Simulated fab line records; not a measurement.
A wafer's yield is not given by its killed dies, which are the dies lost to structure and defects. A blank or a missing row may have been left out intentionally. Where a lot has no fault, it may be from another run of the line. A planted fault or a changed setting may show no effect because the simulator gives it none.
fab line records ; flow n5-finfet
[record] lots = 5; wafers = 15; last-day = 18
route steps=1938 shown MOL_CONTACT_COAG@596 BEOL_M4@1111 PASSIVATION@1936
lots with no fault: from the same line, run without faults
start-h: hours from the record's opening day to when the first of the lot's shown wafers began ; wait-h: hours from the lot's prior step to this one ; " as in the row above ; L1.1+2: one row covering several wafers at once ; - no value, or no start given ; * or withheld: withheld ; < > ~ a bound
route shown NAME@n: NAME is a module with steps in the file, n the number in the route of the first one ; usual: mean/standard deviation of fault-free wafers ; same: alike in all rows ; chamber/n: place in a boat ; sites: each site's reading ; _std_site: standard deviation of those values ; _edge_site: outer sites' mean less inner sites' ; radius-mm: for every site, how far away it sits from the centre of the wafer ; mask NAME#n: copy n ; behind: tool/chamber where the wafer was last shaped ; hold: why the lot was held/for how many hours/how that ended ; device: transistor that didn't switch, given as n, p or np ; end of line: at the end of the route, the tests of the same wafers ; a step given without rows: its recipe and nothing more ; killed: dies lost to structure and defects at the first sort, not the wafer's yield ; map: the dies of a wafer, with x for killed, . for not killed, _ for no die there
set.NAME: the setting the step ran with; set.NAME@STEP: the setting that earlier step ran with ; model.NAME: the simulator's own value behind a step, which no gauge read
a table for each step, a row for each wafer; lots at some steps of the route
services: a tool's chamber out of use, with start hour (start-h, from the record's first day; less than 0 if before it), hours out, and reason
[[steps]]
[step N5_MOL_CONTACT_COAG_COAT_34]
[recipe] resist = CAR-EUV; spin-rpm = 1500; resist-thk-nm = 40
[step N5_MOL_CONTACT_COAG_EBR_36]
[recipe] solvent = PGMEA; ebr-width-mm = 1.5
[step N5_MOL_CONTACT_COAG_SOFTBAKE_35]
[recipe] temp-c = 110; time-s = 60; resist = CAR-EUV
[step N5_MOL_CONTACT_COAG_EXPOSE_37]
[recipe] mask-id = VD; na = 0.33; source-shape = annular; sigma-inner = 0.3; sigma-outer = 0.7; polarization = unpolarized; defocus-nm = 0; dose-mj = 62
[step N5_MOL_CONTACT_COAG_PEB_38]
[recipe] peb-temp-c = 100; peb-time-s = 60; resist = CAR-EUV
[step N5_MOL_CONTACT_COAG_DEVELOP_39]
[recipe] develop-time-s = 30; developer = TMAH; resist = CAR-EUV; rinse-liquid = surfactant-rinse; dry = air-spin; dev-temp-c = 23
[step N5_MOL_CONTACT_COAG_DESCUM_45]
[recipe] chemistry = O2; time-s = 7; source-power-w = 50; bias-power-w = 20; pressure-mtorr = 20; rf-frequency-hz = 2.712e+07; temp-c = 40; resist = CAR-EUV; o2-flow-sccm = 225
[step N5_MOL_CONTACT_COAG_ETCH_65]
[recipe] chemistry = N2/H2; target = underlayer; target-depth-a = 130; mask-material = CAR-EUV; time-s = 10.4; ion-energy-ev = 200; pressure-mtorr = 30; source-w = 840; bias-w = 150; n2-flow-sccm = 200; h2-flow-sccm = 200; ends = cleared
[step N5_MOL_CONTACT_COAG_ETCH_66]
[recipe] chemistry = CF4; target = SiARC; target-depth-a = 130; mask-material = CAR-EUV; time-s = 21.7; ion-energy-ev = 80; pressure-mtorr = 40; source-w = 545; bias-w = 36; Ar_flow_sccm = 100; cf4-flow-sccm = 100; ends = cleared
[step N5_MOL_CONTACT_COAG_ALD_133]
[recipe] material = SiO2; target-thk-a = 50; temp-c = 100; ald-precursor-family = BDEAS; ald-co-reactant = O2-plasma; pulse-time-s = 1; co-reactant-pulse-time-s = 1; purge-time-s = 2; co-reactant-purge-time-s = 2; ald-cycles = 35; pressure-torr = 2
[usual] ald-cycles = 35/0; chamber-pressure-Torr = 2.000/0.0042; co-reactant-purge-time-s = 2/0; heater-power-w = 75/7.5; precursor-pulse-height-rel = 1.002/0.018; pulse-time-s = 1/0
lot.wafer;tool;chamber;start-h;wait-h;ald-cycles;chamber-pressure-Torr;co-reactant-purge-time-s;heater-power-w;precursor-pulse-height-rel;pulse-time-s
L308.1;ald-sin-01;2;169.34;0.1;-;-;-;-;-;-
L308.3;ald-sin-01;3;169.34;0.1;-;-;-;-;-;-
L308.4;ald-sin-01;0;169.34;0.1;-;-;-;-;-;-
L309.1;ald-sin-03;3;172.82;0.1;-;-;-;-;-;-
L309.2;ald-sin-03;1;172.82;0.1;-;-;-;-;-;-
L309.6;ald-sin-03;1;172.82;0.1;-;-;-;-;-;-
L310.2;ald-sin-02;2;176.31;0.1;-;-;-;-;-;-
L310.3;ald-sin-02;1;176.31;0.1;-;-;-;-;-;-
L310.6;ald-sin-02;3;176.31;0.1;-;-;-;-;-;-
L314.1;ald-sin-02;2;201.85;0.1;35;2.004;2;74;1.023;1
L314.2;ald-sin-02;0;201.85;0.1;35;1.992;2;78;0.988;1
L314.5;ald-sin-02;2;201.85;0.1;35;2.003;2;77;0.995;1
L318.4;ald-sin-01;2;228.68;0.5;35;1.997;2;71;1.020;1
L318.5;ald-sin-01;3;228.68;0.5;35;2.000;2;85;0.996;1
L318.6;ald-sin-01;0;228.68;0.5;35;2.000;2;73;1.001;1
[step N5_MOL_CONTACT_COAG_ETCHBACK_134]
[recipe] chemistry = CHF3; target = SiO2; target-depth-a = 100; time-s = 6.7; ion-energy-ev = 200; pressure-mtorr = 30; source-w = 610; bias-w = 170; Ar_flow_sccm = 200; CHF3_flow_sccm = 50
[step N5_MOL_CONTACT_COAG_ETCH_67]
[recipe] chemistry = N2/H2; target = SOC; target-depth-a = 600; overetch-a = 210; mask-material = SiARC; temp-c = 40; time-s = 101.2; ion-energy-ev = 200; pressure-mtorr = 30; source-w = 840; bias-w = 150; n2-flow-sccm = 200; h2-flow-sccm = 200
[step N5_MOL_CONTACT_COAG_STRIP_68]
[recipe] chemistry = N2/H2; temp-c = 40; n2-flow-sccm = 200; h2-flow-sccm = 200; rf-frequency-hz = 6e+07
[step N5_MOL_CONTACT_COAG_STRIP_69]
[recipe] chemistry = N2/H2; temp-c = 40; n2-flow-sccm = 200; h2-flow-sccm = 200; rf-frequency-hz = 6e+07
[step N5_MOL_CONTACT_COAG_ETCHBACK_136]
[recipe] chemistry = CHF3; target = SiO2; target-depth-a = 250; time-s = 16.7; ion-energy-ev = 200; pressure-mtorr = 30; source-w = 610; bias-w = 170; Ar_flow_sccm = 200; CHF3_flow_sccm = 50
[step N5_MOL_CONTACT_COAG_STRIP_120]
[recipe] chemistry = CHF3; resist = SiARC; rf-frequency-hz = 6e+07
[step N5_MOL_CONTACT_COAG_VIA_ETCH_117]
[recipe] chemistry = C4F6/O2; target-depth-a = 400; overetch-a = 80; mask-material = SOC; target = SiO2; bias-w = 455; pressure-mtorr = 10; time-s = 26; source-w = 325; Ar_flow_sccm = 300; C4F6_flow_sccm = 10; O2_flow_sccm = 10; ion-energy-ev = 575.3; ends = end-point
[usual] drypump-motor-current-A = 5.7/0.46; oes_o_777_au = 0.78/0.064; oes-product-au = 0.70/0.06; rf-vpp-V = 1583/14; showerhead-plenum-p-Torr = 2.87/0.1; throttle-valve-pct = 41.13/0.25
lot.wafer;tool;chamber;start-h;wait-h;drypump-motor-current-A;oes_o_777_au;oes-product-au;rf-hours-counter-h;rf-vpp-V;showerhead-plenum-p-Torr;throttle-valve-pct;model.MOL_CONTACT_COAG.feature-depth-nm;model.etch.depth-nm
L308.1;rie-diel-06;3;169.71;0.0;6.4;0.76;0.73;130;1581;2.85;41.47;44;43.68
L308.3;rie-diel-06;2;169.71;0.0;5.4;0.75;0.70;172;1581;2.94;41.54;44.4;44.03
L308.4;rie-diel-06;0;169.71;0.0;5.7;0.92;0.87;20;1586;2.78;40.95;45;44.68
L309.1;rie-diel-02;1;173.21;0.0;6.5;0.72;0.66;220;1571;2.91;40.94;44.4;44.03
L309.2;rie-diel-02;2;173.21;0.0;6.1;0.81;0.74;108;1590;2.98;41.17;44;43.65
L309.6;rie-diel-02;1;173.21;0.0;6.5;0.73;0.67;-;1568;2.91;40.97;45;44.76
L310.2;rie-diel-02;2;176.64;0.0;6.1;0.81;0.73;110;1589;2.98;41.19;44.4;44.13
L310.3;rie-diel-02;3;176.64;0.0;5.9;0.75;0.72;137;1593;2.75;41.01;44.8;44.64
L310.6;rie-diel-02;2;176.64;0.0;6.1;0.80;0.75;-;1590;2.98;41.17;45;44.73
L314.1;rie-diel-06;0;202.19;0.0;5.8;0.89;0.80;30;1586;2.77;40.90;39.6;39.64
L314.2;rie-diel-06;1;202.19;0.0;5.0;0.87;0.80;24;1569;2.79;40.96;40;40.05
L314.5;rie-diel-06;3;202.19;0.0;6.4;0.76;0.68;-;1582;2.84;41.43;40;40.02
L318.4;rie-diel-01;2;229.16;0.0;5.0;0.71;0.63;249;1566;2.91;41.50;40.8;40.76
L318.5;rie-diel-01;3;229.16;0.0;6.2;0.76;0.68;-;1597;2.94;40.86;40.2;40.12
L318.6;rie-diel-01;0;229.16;0.0;5.6;0.72;0.65;-;1565;2.72;41.32;40.6;40.67
[step N5_MOL_CONTACT_COAG_ETCH_124]
[recipe] chemistry = CH3F/O2; target = SiNx; target-depth-a = 65; mask-material = SOC; stop-on = SiOC; over-etch-frac = 0.3; ion-energy-ev = 120; pressure-mtorr = 30; source-w = 395; bias-w = 73; Ar_flow_sccm = 150; CH3F_flow_sccm = 30; O2_flow_sccm = 20; ends = end-point
[step N5_BEOL_M4_RC_MEAS_101]
[usual] DIBL_N = 36.5/1.4; DIBL_P = 36.6/1.6; IOFF_N = 0.160/0.024; IOFF_P = 0.217/0.029; ION_N = 674/8.7; ION_P = 464/6.5; SS_N = 71.6/0.47; SS_P = 73.4/0.57; VT_N = 250.0/2.5; VT_P = -250/3.1
lot.wafer;tool;chamber;start-h;wait-h;DIBL_N[mV/V];DIBL_P[mV/V];IOFF_N[nA/um];IOFF_P[nA/um];ION_N[uA/um];ION_P[uA/um];SS_N[mV/dec];SS_P[mV/dec];VT_N[mV];VT_P[mV]
L314.1;prober-02;0;270.15;0.0;37.9;37.6;0.159;0.218;668;463;71.7;73.2;252.3;-251
L314.2;prober-02;0;270.15;0.0;37.6;37.4;0.159;0.213;669;464;71.7;73.4;252.0;-251
L314.5;prober-02;0;270.15;0.0;36.2;36.4;0.139;0.197;663;458;71.4;73.1;249.7;-250
L318.4;prober-01;0;286.84;0.5;35.6;35.8;0.148;0.229;680;473;71.2;73.2;249.0;-248
L318.5;prober-01;0;286.84;0.5;37.5;37.4;0.180;0.263;685;473;71.9;73.4;247.9;-243
L318.6;prober-01;0;286.84;0.5;34.8;34.1;0.131;0.214;668;469;71.3;73.2;252.6;-248
[step N5_PASSIVATION_PROBE_49]
[usual] defect-limited-yield = 91.2/1.4; killed_at_M0_to_M3 = 34/9.4; killed_at_M4_up = 13/5.8; killed-at-contacts = 13/6.4; killed-at-front-end = 41/11; killed-at-other = 3.1/2.3; killed-dies = 103/16; killed-on-rim = 13/3.4; killed-open = 69/12; killed-short = 33/7.8; sort_bin_5_function = 5.1/0.91; sort_bin_6_memory = 3.3/0.63; sort-n-pass = 1077/16; sort-yield-pct = 91.2/1.4
[same] gross-dies = 1180; killed-at-back-side = 0; sort_bin_4_leakage[%] = 0; sort_bin_8_speed[%] = 0
lot.wafer;tool;chamber;start-h;wait-h;defect-limited-yield[%];killed_at_M0_to_M3;killed_at_M4_up;killed-at-contacts;killed-at-front-end;killed-at-other;killed-dies;killed-on-rim;killed-open;killed-short;sort_bin_5_function[%];sort_bin_6_memory[%];sort-n-pass;sort-yield-pct[%]
L309.1;prober-02;-;342.81;0.0;17.6;37;7;888;35;5;972;77;53;37;78.8;3.3;208;17.6
L309.2;prober-02;-;342.86;0.1;19.2;38;11;860;39;6;954;75;71;39;76.9;3.6;226;19.2
L309.6;prober-02;-;343.06;0.3;19.0;36;26;863;31;0;956;74;81;21;77.4;3.5;224;19.0
L308.1;prober-01;-;343.41;0.0;19.3;26;8;869;49;0;952;152;61;32;77.3;2.9;228;19.3
L308.3;prober-01;-;343.51;0.1;18.3;26;16;880;39;3;964;151;50;30;78.7;2.3;216;18.3
L308.4;prober-01;-;343.56;0.2;19.2;35;19;864;34;1;953;133;68;32;77.6;3.1;227;19.2
L310.2;prober-02;-;365.05;0.1;18.8;17;22;883;33;3;958;72;61;31;77.7;3.1;222;18.8
L310.3;prober-02;-;365.10;0.1;17.0;29;31;882;33;4;979;82;74;38;79.2;3.3;201;17.0
L310.6;prober-02;-;365.25;0.3;17.7;27;8;899;35;2;971;151;63;22;78.1;3.6;209;17.7
L318.4;prober-01;-;380.18;0.2;90.6;40;16;10;45;0;111;16;72;35;5.3;3.6;1069;90.6
L318.5;prober-01;-;380.23;0.2;87.1;54;16;21;58;3;152;20;95;56;7.4;5.3;1028;87.1
L318.6;prober-01;-;380.28;0.3;88.7;65;9;14;42;3;133;13;87;42;6.6;3.9;1047;88.7
L314.1;prober-01;-;425.92;0.0;90.9;26;4;3;71;3;107;16;70;33;5.3;3.0;1073;90.9
L314.2;prober-01;-;425.97;0.1;90.3;32;10;15;55;3;115;15;71;44;6.4;2.8;1065;90.3
L314.5;prober-01;-;426.12;0.2;92.3;21;8;7;53;2;91;11;56;35;3.6;3.9;1089;92.3
// killed by level:class
L309.1 MOL_CONTACT_COAG:area-ald=882 BEOL_M0_SAQP:geometric-particle:short=13 BEOL_M2:geometric-particle:open=8 STI_FIN_REVEAL:geometric-particle:open=7 STARTING-WAFER:geometric-particle:short=7 MOL_CONTACT_COAG:geometric-particle:open=6 DUMMY_GATE:geometric-particle:open=5 BEOL_M0:geometric-particle:open=5
L309.2 MOL_CONTACT_COAG:area-ald=844 MOL_CONTACT_COAG:geometric-particle:open=13 BEOL_M0_SAQP:geometric-particle:open=11 STI_FIN_REVEAL:geometric-particle:open=10 BEOL_M0_SAQP:geometric-particle:short=10 BEOL_M2:geometric-particle:open=7 DUMMY_GATE:geometric-particle:open=5 BEOL_M2:geometric-particle:short=5
L309.6 MOL_CONTACT_COAG:area-ald=852 BEOL_M4:geometric-particle:open=13 BEOL_M2:geometric-particle:open=11 STI_FIN_REVEAL:geometric-particle:open=8 MOL_CONTACT_COAG:geometric-particle:open=8 BEOL_M0_SAQP:geometric-particle:open=6 BEOL_M0_SAQP:geometric-particle:short=6 FIN_SAQP:geometric-particle:open=5
L308.1 MOL_CONTACT_COAG:area-ald=859 BEOL_M2:geometric-particle:open=13 STI_FIN_REVEAL:geometric-particle:open=12 FIN_SAQP:geometric-particle:short=11 MOL_CONTACT_COAG:geometric-particle:open=9 GATE_CUT:geometric-particle:open=5 BEOL_M0_SAQP:geometric-particle:short=5 DUMMY_GATE:geometric-particle:open=4
L308.3 MOL_CONTACT_COAG:area-ald=880 FIN_SAQP:geometric-particle:short=12 FIN_SAQP:geometric-particle:open=6 STI_FIN_REVEAL:geometric-particle:open=6 BEOL_M0_SAQP:geometric-particle:short=6 BEOL_M4:geometric-particle:open=6 BEOL_M2:geometric-particle:open=5 BEOL_M0_SAQP:geometric-particle:open=4
L308.4 MOL_CONTACT_COAG:area-ald=853 STI_FIN_REVEAL:geometric-particle:open=13 BEOL_M0_SAQP:geometric-particle:short=12 BEOL_M4:geometric-particle:open=10 MOL_CONTACT_COAG:geometric-particle:open=9 BEOL_M0_SAQP:geometric-particle:open=6 DUMMY_GATE:geometric-particle:open=6 BEOL_M2:geometric-particle:open=6
L310.2 MOL_CONTACT_COAG:area-ald=864 MOL_CONTACT_COAG:geometric-particle:open=14 FIN_SAQP:geometric-particle:short=10 BEOL_M4:geometric-particle:open=7 BEOL_M1:geometric-particle:open=6 BEOL_M0_SAQP:geometric-particle:short=5 STI_FIN_REVEAL:geometric-particle:open=5 FIN_SAQP:geometric-particle:open=4
L310.3 MOL_CONTACT_COAG:area-ald=866 BEOL_M4:geometric-particle:open=13 MOL_CONTACT_COAG:geometric-particle:open=12 BEOL_M0_SAQP:geometric-particle:short=10 DUMMY_GATE:geometric-particle:open=7 BEOL_M0_SAQP:geometric-particle:open=7 BEOL_M4:geometric-particle:short=6 STI_FIN_REVEAL:geometric-particle:open=5
L310.6 MOL_CONTACT_COAG:area-ald=881 MOL_CONTACT_COAG:geometric-particle:open=16 STARTING-WAFER:geometric-particle:open=9 STI_FIN_REVEAL:geometric-particle:open=7 BEOL_M0_SAQP:geometric-particle:open=5 BEOL_M1:geometric-particle:short=5 BEOL_M3:geometric-particle:open=5 HKMG_FIN:area-etch=5
L318.4 BEOL_M2:geometric-particle:open=9 BEOL_M4:geometric-particle:open=8 FIN_SAQP:geometric-particle:short=7 STI_FIN_REVEAL:geometric-particle:open=7 BEOL_M3:geometric-particle:open=7 MOL_CONTACT_COAG:geometric-particle:open=6 DUMMY_GATE:geometric-particle:open=6 BEOL_M0_SAQP:geometric-particle:short=6
L318.5 MOL_CONTACT_COAG:geometric-particle:open=17 FIN_SAQP:geometric-particle:short=16 FIN_SAQP:geometric-particle:open=12 BEOL_M0_SAQP:geometric-particle:short=12 BEOL_M3:geometric-particle:open=12 BEOL_M1:geometric-particle:open=10 BEOL_M0_SAQP:geometric-particle:open=9 STI_FIN_REVEAL:geometric-particle:open=7
L318.6 BEOL_M0_SAQP:geometric-particle:short=19 BEOL_M0_SAQP:geometric-particle:open=17 MOL_CONTACT_COAG:geometric-particle:open=14 STI_FIN_REVEAL:geometric-particle:open=10 BEOL_M3:geometric-particle:open=10 BEOL_M1:geometric-particle:open=6 BEOL_M0:geometric-particle:open=6 BEOL_M4:geometric-particle:open=5
L314.1 FIN_SAQP:geometric-particle:open=24 STI_FIN_REVEAL:geometric-particle:open=15 FIN_SAQP:geometric-particle:short=12 GATE_CUT:geometric-particle:short=5 BEOL_M1:geometric-particle:short=5 BEOL_M0_SAQP:geometric-particle:short=4 BEOL_M1:geometric-particle:open=4 BEOL_M2:geometric-particle:open=4
L314.2 FIN_SAQP:geometric-particle:open=13 FIN_SAQP:geometric-particle:short=11 BEOL_M2:geometric-particle:open=11 MOL_CONTACT_COAG:geometric-particle:open=9 STI_FIN_REVEAL:geometric-particle:open=8 GATE_CUT:geometric-particle:short=8 MOL_CONTACT_COAG:geometric-particle:short=6 BEOL_M1:geometric-particle:open=6
L314.5 FIN_SAQP:geometric-particle:open=14 DUMMY_GATE:geometric-particle:open=9 GATE_CUT:geometric-particle:short=7 MOL_CONTACT_COAG:geometric-particle:open=6 FIN_SAQP:geometric-particle:short=5 BEOL_M0_SAQP:geometric-particle:short=5 BEOL_M0_SAQP:geometric-particle:open=5 STI_FIN_REVEAL:geometric-particle:short=4
// map L308.3 (x killed, . not)
_________________xxxxxxxxxxxx________________
______________xxxxxxxx.xxxxxxxxx_____________
___________xxxxxxxxxxxxxxxxxxxxxxxx__________
__________xxxxxxxxxxx.xxxxxxxxxxxxx._________
________xxxxxxxxxx.xxxxx.x.xxxxxxxxxxx_______
_______xxxxxxxxxxxxxx.xxxxxxxxxxxxxxxxx______
______xxxxxxxxxxxxxxxxxxx.x.xxxxxxxxxxxx_____
_____xxxxxxxxxxxxxx.xxxxxxxxx.xxxxxxxxxxx____
____xxxxxxxxxxxxxxxxxxxxxxx.xxxxxx.xxxxxxx___
___xxxxxxxxxxx..xxxxxx....x...xxxxxxxxxxxxx__
___xxxxxxxxxxxxxxxxxx...x.x.x.x.x..xxxxxxxx__
__xxxxx.xxxxx.xxxxx...xx..x.x.xx.xxxxxxxxxxx_
__xxxxxxxxxxxxx.x....xx.x....x.x.xxxxxxxxxxx_
_xxxxxxxxxxxx..xxx.x.x..xxx.xx..x.x.xxxxxxxxx
_xxxxxx.x..xxxxxxx..xx...x.x...x..xxx.xxxxxxx
_xxxxxxx.xxx..x.x.x.x.x..x....xxxx..xxxxx.xxx
_xxxxxxxxxxxx...xx..........x.xx.x.xxxxxxxxxx
_xxxxxxxxx.x...x....x....x...xx.xxx.x.xxxxxxx
_xxxxxxx..xxxxxxxx...xxxx...x..x..xx.xxxxxxxx
_xxxxxxxxxxxx..xx...xxxxxxxxx...xx.xxxxxxxxxx
_xxxxxxxx..xxx.xx.xx.x....xx....xxxxxxxxxxxxx
__xxxxxxxxxxxx..xxx.x....xx.xx.x.x.xxxxxxxxx_
__xxxxxxxx.xx.x...x..xxxxx..xx.x.xxxxxxxxxxx_
___xxxxxxxxxxxxxxxxxxxxxxx..x.x...xxxxxxxxx__
___xxxxxxx.xxx.xxxxxxxx.xxxx..xxxxxxxxxxxxx__
____xxxxxxxx.xxxx.x.xx..xxxxxx..xxxxxxxxxx___
_____xxxxxxxx.xx.xxxxxxxxxx.xxxxxxxxxxxxx____
______xxxx.x.xxxxx.xx.xxx.xxxxx.xxxxxxxx_____
_______xxxxxxxxxxxxx.xxxxxxxx.xxxxxxxxx______
________xxxxxxxxxxxxxxxx.xxxxxxxxxxxxx_______
__________xxxxxxxxxxxxxxxxxxxxxxxxxx_________
___________xxxxxxxxxxxxxxxxxxxxxxxx__________
______________xxxxxxxxxxxxxxxxxx_____________
_________________xxxxxxxxxxxx________________
// map L309.1 (x killed, . not)
_________________...x.x.xxx..________________
______________.xxx.xx.xxx.xx.xx._____________
___________xx..xxx.xx.xxxxxxxxx.xxx__________
__________x.xxxxxx.xxx.xxxxxxx.xxxxx_________
________..x.xxxxxxxxxx.xxxxxx.xx.xxxx._______
_______.x.xx.xx.xx.xxxxxxxxxxxxxxxx.x.x______
______x..xxxxxxxxxxx.xxxxx.xxxxxxxxxx.x._____
_____xxxx.xxxxxxxxxxxxxxxxxxxxxxxx.x.x..x____
____x..xx.xxx..xxxxxxxxxxxxxxxxxxxxx.x.xx.___
___xxxx..xxxxxxxxxx.xxxxxxxxx.xxxxxxxxx....__
___xx..xxxxxx.xxxxxxxxxxxxxxxx.xxxxxxxxxxxx__
__xx.xxxxxxxxxxxxxxxxxxxxxxxxxxxxxxxxxxx..xx_
__..xxxxxxxxxxxxxxxxxxxxxxxxxxxxxxxx.x..xxx._
_..xx.x.xxxxxxxxxxxxxxxxxxxxxxxxxxxxx.xxxx..x
_..x.xxx.xxxxxxxxxxxxxxxxxxxxxxxxxxxxxx.xxxxx
_xx.xx.xxxxxxxxxxxxxxxxxxxxxxxxxxxxxxxx...xx.
_xx.xxxxxx.xxxxxxxxxxxxxxxxxxxxxxxxx.xxxxxx.x
_xxxxxxxxxxxxxxxxxxxxxxxxxxxxxxxxxxx.xxxxxx..
_xx.xxxxxxxxxxxxxxxxxxxxxxxxxxxxxxxxx.xxxxxx.
_xxxxx..xxxxxxxxxxxxxxxxxxxxxxxxxxxxxxxxxxxx.
_.x..xxx..xxxxxxxxxxxxxxxxxxxxxxxxxxx.xx.x..x
__..xxxxxxxxxxxxxxxxxxxxxxxxxxxxxxx..xxx.x.._
__.xx.xxxxxxxxxxxxxxxxxxxxxxxxxxxxxxxx.xxx.._
___.xxxxxxxxxxxxxxxxxxxxxxxxxxxxxxx.xxxx...__
___xx.x..xxxxxxxxxxxxxxxxxxxxxxxxxxx.xxxxxx__
____xx.x.xxxxx..xxxxxxxxxxxxxxxxxxxxxx..x.___
_____xx.x...xxxxxxxxxxxxxxxxxxxxxxx...xx.____
______....xxx.xx.x.xxxxxxxxxxxxxxxxxxxxx_____
_______...xxxx.xxxx.xxxxxxx.xx.x.x.xx.x______
________..x.xxxxxx.xxxx.xxxxxxxxx....._______
__________.xxxx.xxxx.xxxxxxxx.xxxxx._________
___________..xxxxxx.xx.xxxxxxx.xxx.__________
______________..xxx.x.xx..x....._____________
_________________x..xx..x.x..________________
[[services]]
tool;chamber;start-h;hours;kind
rie-diel-06;-;152.14;4.3;pm
ald-sin-03;-;153.63;2.8;pm
rie-diel-02;-;161.27;0.4;repair
rie-diel-02;0;168.03;-;clean
rie-diel-02;0;168.03;-;consumable-replace:focus-ring
rie-diel-02;0;168.03;-;consumable-replace:showerhead
rie-diel-02;0;168.03;16.3;scheduled-down
rie-diel-02;0;168.03;16.3;vent-cycle
ald-sin-02;-;178.08;14.0;pm
ald-sin-02;0;178.08;14.0;vent-cycle
ald-sin-02;1;178.08;14.0;vent-cycle
ald-sin-02;2;178.08;14.0;vent-cycle
ald-sin-02;3;178.08;14.0;vent-cycle
rie-diel-01;2;185.30;17.7;repair
ald-sin-02;0;192.08;-;clean
ald-sin-02;1;192.08;-;clean
ald-sin-02;2;192.08;-;clean
ald-sin-02;3;192.08;-;clean
rie-diel-02;1;195.81;5.5;repair
ald-sin-01;1;197.73;12.1;repair
rie-diel-02;3;198.03;6.0;repair
[[key]]
[first-sign] step = N5_MOL_CONTACT_COAG_ALD_133; reading = tool-record; direction = missing
[effect] step = N5_PASSIVATION_PROBE_49; reading = killed-at-contacts; direction = up; sigmas = 99+; usual = 13; struck = 876
[model-effect] step = N5_MOL_CONTACT_COAG_VIA_ETCH_117; value = MOL_CONTACT_COAG.feature-depth-nm; without = 39.93; struck = 44.56
[more-kills-born-at] N5_MOL_CONTACT_COAG_ALD_133@ald-sin-02 = 2611; N5_MOL_CONTACT_COAG_ALD_133@ald-sin-01 = 2587; N5_MOL_CONTACT_COAG_ALD_133@ald-sin-03 = 2578
met-at N5_MOL_CONTACT_COAG_ALD_133
struck-wafers L308.1,L308.3,L308.4,L309.1,L309.2,L309.6,L310.2,L310.3,L310.6
later-rows-left-out L308.1,L308.3,L308.4,L309.1,L309.2,L309.6,L310.2,L310.3,L310.6
[fault] kind = skipped-step-whole; tool = ald-sin-01,ald-sin-02,ald-sin-03; chamber = -; onset-h = 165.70; steps = N5_MOL_CONTACT_COAG_ALD_133; scope = struck-lots-only
// later-rows-left-out: the simulator's readings of these wafers behind a module that went badly wrong aren't trusted and aren't shown, but for the sort
